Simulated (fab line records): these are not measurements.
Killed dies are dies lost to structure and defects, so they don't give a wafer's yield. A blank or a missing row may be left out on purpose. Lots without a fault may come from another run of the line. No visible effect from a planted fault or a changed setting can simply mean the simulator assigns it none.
Struck lot and sound lot, side by side    flow nand-harc    14 steps out of a route of 1302
Sound: these wafers, L321.3, L321.5, L321.6. Wafers L332.3, L332.5, L332.6 were the ones struck. At the end, the cause is stated.
Order at every step that has rows: each side's tool, ch and its chambers, its first start. Under that, the readings that differ: sound wafers    struck wafers    difference of the means    sigmas: that difference in standard deviations of wafers without a fault.
alike: readings with means less than 2 such deviations apart, plus words and numbers identical on both sides. not compared: withheld readings, readings lacking a value on some wafer, bounds such as >300 that could conceal the same value, and numbers that have no deviation in the record and whose values overlap.
The two part at a step that has a row with sigmas, a row that says differs or no value, or rows on one side only. Numbers that have no deviation but don't overlap get no sigmas and don't part them. A reading missing from all wafers of one side parts the sides only when that side holds two or more wafers.

first, 6 steps without rows for these wafers: NHARC_A_DECK1_JOINT_CVD_34 (deposits SiNx, target thk 20 nm); NHARC_A_DECK1_JOINT_DEP_06 (deposits SiOx, target thk 80 nm); NHARC_A_DECK1_JOINT_CURE_26 (time 32 s); NHARC_A_DECK1_JOINT_ANNEAL_27 (time 3600 s); NHARC_A_DECK1_JOINT_ANNEAL_28 (time 1800 s); NHARC_A_DECK1_JOINT_ANNEAL_29 (time 1800 s).
NHARC_A_DECK1_JOINT_CMP_02: polishes SiOx.
  sound on cmp-04 ch 2,3, day 13 02:22; struck on cmp-01 ch 0,1, day 18 01:37
  alike: motor-current-A, slurry-filter-dp-kPa
next, for these wafers, 1 step has no rows: NHARC_A_DECK1_JOINT_SRD_15.
NHARC_A_DECK1_JOINT_DEP_16: deposits SiO2, target thk 45 nm.
  sound on pecvd-02 ch 0,1,2, day 13 02:44; struck on pecvd-03 ch 1,2, day 18 02:00
  alike: heater-power-w, throttle-valve-pct
NHARC_A_DECK1_JOINT_THK_MEAS_17: measures by ellipsometry.
  sound on film-metro-02, day 13 03:01; struck on film-metro-02, day 18 02:15
  alike: thk-nm
NHARC_A_DECK1_JOINT_INSPECT_05:
  sound on defect-inspect-02, day 13 03:04; struck on defect-inspect-02, day 18 02:17
  alike: raw-defect-count
NHARC_A_ONON_D2_DEP_00: target thk 1000 nm.
  sound on pecvd-onon-03 ch 0, day 13 03:14; struck on pecvd-onon-04 ch 0, day 18 02:28
reading                sound              struck             difference  sigmas
sih4-flow-sccm (sccm)  210.2 210.5 211.0  209.4 208.6 208.8  -1.6        -3
NHARC_A_ONON_D2_THK_MEAS_02: measures by ellipsometry.
  sound on film-metro-02, day 13 03:38; struck on film-metro-02, day 18 02:52
reading      sound           struck          difference  sigmas
thk-nm (nm)  1003 1003 1004  1037 1039 1040  +35         +3
then, no rows for these wafers at 1 step: NHARC_A_ONON_D2_DEP_03 (target thk 1000 nm).

== WHERE THEY PART ==
Earliest at NHARC_A_ONON_D2_DEP_00; latest, in this record, at NHARC_A_ONON_D2_THK_MEAS_02.

WHY: the cause the simulator had injected
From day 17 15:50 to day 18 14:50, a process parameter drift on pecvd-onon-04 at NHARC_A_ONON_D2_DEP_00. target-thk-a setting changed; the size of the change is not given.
